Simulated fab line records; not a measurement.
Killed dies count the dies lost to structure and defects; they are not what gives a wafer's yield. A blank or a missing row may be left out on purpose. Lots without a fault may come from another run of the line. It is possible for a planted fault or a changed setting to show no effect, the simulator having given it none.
Code-filled problem report in 8D (eight disciplines) form || flow n5_finfet || the parts of the form that need people (team, actions taken, sign-off) are left out

## 1. THE ISSUE
trench_depth_nm at N5_BEOL_M12_OCD_MEAS_35 reads a mean of 284 nm on 2 wafers of 1 lot; wafers without a fault read 319 nm with a standard deviation of 4.9. Relative to the usual mean, that is a shift of -7.2 standard deviations.
The first sign was on wafer L729.1 at day 13 20:47, on ocd-01. Wafers with a number at this step in the record: 21, from 7 lots. By rule, "out" or "out of limits" means more than 4 standard deviations away from the usual mean. The other wafers with a number count as sound.

## 2. WHAT IT IS; WHAT IT IS NOT
{"question": "which readings at this step", "is": "trench_depth_nm", "is not": "-"}
{"question": "which lots", "is": "L729", "is not": "L723, L735, L736, L737, L740, L743"}
{"question": "which wafers of those lots", "is": "L729.1, L729.2", "is not": "L729.4"}
{"question": "read on which gauges", "is": "ocd-01", "is not": "ocd-02"}
{"question": "when", "is": "from day 13 20:47", "is not": "up to then (4 sound wafers); but 15 sound wafers of L735, L736, L737, L740, L743 came after"}

## 3. THE SUSPECTS, EACH WITH WHAT RULES IT OUT
Counting: a tool at a process step up to the reading stays a suspect if it ran every lot that is out. Sound lots after the first of them don't rule it out here, since some wafers of a struck lot are sound.
- the gauge at N5_BEOL_M12_OCD_MEAS_35: ruled out. All the wafers that are out were read on ocd-01, but those of them that N5_BEOL_M12_THK_MEAS_50 has rows for are out there too, on other tools.
- rie_diel-06 at N5_BEOL_M12_TRENCH_ETCH_34 (etches SiOC in C4F8/O2/Ar, target depth 318.95 nm, time 125.5 s): kept. It processed L729, the lot that is out, at day 13 20:37, and its most recent sound lot before then was L723 at day 11 19:30.
After counting, what remains is rie_diel-06 at N5_BEOL_M12_TRENCH_ETCH_34.

## 4. THE CAUSE (what the simulator had put in)
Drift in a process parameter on rie_diel-06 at N5_BEOL_M12_TRENCH_ETCH_34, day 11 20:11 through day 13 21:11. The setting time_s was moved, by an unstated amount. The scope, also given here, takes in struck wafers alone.
Counting left only this tool.

## 5. THE CHAIN OF EFFECTS, in route order
One row per reading whose mean, taken over the struck wafers that have a number, lies over 3 standard deviations from the usual. Only readings for which the record gives a usual standard deviation are gone through. hours: the time from each lot's start at the first step in this table that gives one to its start at this step, as a median over the lots. sigmas: the change in usual standard deviations.
{"hours": 0, "step": "N5_BEOL_M12_OCD_MEAS_35", "reading": "trench_depth_nm", "usual": "319 nm", "on struck wafers": 284, "change": -36, "sigmas": -7.2}
{"hours": 3, "step": "N5_BEOL_M12_THK_MEAS_50", "reading": "M12_THK", "usual": "314 nm", "on struck wafers": 276, "change": -38, "sigmas": -6.1}
{"hours": 3, "step": "N5_BEOL_M12_RS_MEAS_54", "reading": "M12_RS", "usual": "0.0601 ohm/sq", "on struck wafers": 0.0679, "change": "+0.0078", "sigmas": "+8.1"}
{"hours": 22, "step": "N5_BEOL_M15_RC_MEAS_101", "reading": "SERP_M12", "usual": "0.633 ohm/um", "on struck wafers": 0.724, "change": "+0.091", "sigmas": "+6.1"}
{"hours": 22, "step": "N5_BEOL_M15_RC_MEAS_101", "reading": "SERP_M12_max_site", "usual": "0.646 ohm/um", "on struck wafers": 0.742, "change": "+0.096", "sigmas": "+6.0"}

## 6. WHAT WOULD HAVE CAUGHT IT SOONER
Counted from the fault's start at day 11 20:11, it took 49 hours until the first out-of-limits reading at a measuring or inspecting step in this record, taken at day 13 20:47.
Of the tool readings at N5_BEOL_M12_TRENCH_ETCH_34 for which the record gives a usual standard deviation, none was out on any struck wafer, so an alarm limit of 4 standard deviations on them would not have fired.
Lots out: 1; all had begun N5_BEOL_M12_TRENCH_ETCH_34 on rie_diel-06 by day 13 20:47. Tool hold at that time: it would have spared none of them.
